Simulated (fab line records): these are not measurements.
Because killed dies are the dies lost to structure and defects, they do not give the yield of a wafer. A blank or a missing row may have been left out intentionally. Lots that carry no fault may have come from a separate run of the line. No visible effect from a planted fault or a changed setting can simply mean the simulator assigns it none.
Struck lot and sound lot, side by side || flow nand_harc || 15 out of 1159 route steps
Sound: the wafers L435.1, L435.3, L435.4. Struck: wafers L440.1, L440.6. The cause comes at the end.
For every step that has rows: the tool of each side, followed by ch and its chambers, followed by its first start. Under that, the readings that differ: sound wafers || struck wafers || difference of the means || sigmas: that difference in standard deviations of wafers without a fault.
alike: same words and numbers on both sides, and readings whose means sit less than 2 such deviations apart. not compared: any withheld reading, any reading some wafer has no value for, any bound like >300 that may hide the same value, and any number with overlapping values for which the record gives no deviation.
The two part at a step that has a row with sigmas, a row that says differs or no value, or rows on one side only. When numbers do not overlap yet have no deviation, they are printed without sigmas and do not part them. A reading missing from all wafers of one side parts the sides only when that side holds two or more wafers.

first, 1 step without rows for these wafers: NHARC_A_ONON_D1_DEP_03 (target thk 1000 nm).
NHARC_A_ONON_D1_THK_MEAS_05: measures by ellipsometry.
  struck on film_metro-01, day 10 12:02; sound on film_metro-01, day 8 11:57
  alike: thk_nm
then NHARC_A_ONON_D1_DEP_06 (target thk 1000 nm), 1 step lacking rows for these wafers.
NHARC_A_ONON_D1_THK_MEAS_08: measures by ellipsometry.
  struck on film_metro-01, day 10 12:36; sound on film_metro-01, day 8 12:31
  alike: thk_nm
then NHARC_A_ONON_D1_DEP_09 (target thk 1000 nm), 1 step lacking rows for these wafers.
NHARC_A_ONON_D1_THK_MEAS_11: measures by ellipsometry.
  struck on film_metro-01, day 10 13:11; sound on film_metro-02, day 8 13:05
  alike: thk_nm
then NHARC_A_ONON_D1_DEP_12 (target thk 1000 nm), 1 step lacking rows for these wafers.
NHARC_A_ONON_D1_THK_MEAS_14: measures by ellipsometry.
  struck on film_metro-02, day 10 13:46; sound on film_metro-01, day 8 13:39
{"reading": "thk_nm (nm)", "sound": "1021 1022 1021", "struck": "989 989", "difference": -32, "sigmas": -2}
then, 2 steps without rows for these wafers: NHARC_A_ONON_D1_ANNEAL_15 (time 3600 s); NHARC_A_ONON_D1_DEP_16 (target thk 1000 nm).
NHARC_A_ONON_D1_THK_MEAS_18: measures by ellipsometry.
  struck on film_metro-02, day 10 20:56; sound on film_metro-02, day 8 20:47
  alike: thk_nm
NHARC_A_ONON_D1_DEP_19: target thk 1000 nm.
  sound on pecvd_onon-04 ch 0, day 8 20:57; struck on pecvd_onon-04 ch 0, day 10 21:01
NHARC_A_ONON_D1_THK_MEAS_21: measures by ellipsometry.
  struck on film_metro-02, day 10 21:32; sound on film_metro-02, day 8 21:28
{"reading": "thk_nm (nm)", "sound": "1002 1000 1002", "struck": "1425 1425", "difference": "+424", "sigmas": "+44"}
then NHARC_A_ONON_D1_DEP_22 (target thk 1000 nm), 1 step lacking rows for these wafers.
-- break in the record here, with 11 days between the starts of the struck wafers on either side (left off in module A_ONON_D1, picked up again in module END, where the first step shown is number 1159 on the route) --
NHARC_END_SORT_01:
  here the record holds rows for the struck wafers (prober-02 ch 0, day 22 05:51) but none for the sound ones

WHERE THEY PART
Earliest at NHARC_A_ONON_D1_THK_MEAS_14; latest, in this record, at NHARC_END_SORT_01.

WHY: the cause the simulator had injected
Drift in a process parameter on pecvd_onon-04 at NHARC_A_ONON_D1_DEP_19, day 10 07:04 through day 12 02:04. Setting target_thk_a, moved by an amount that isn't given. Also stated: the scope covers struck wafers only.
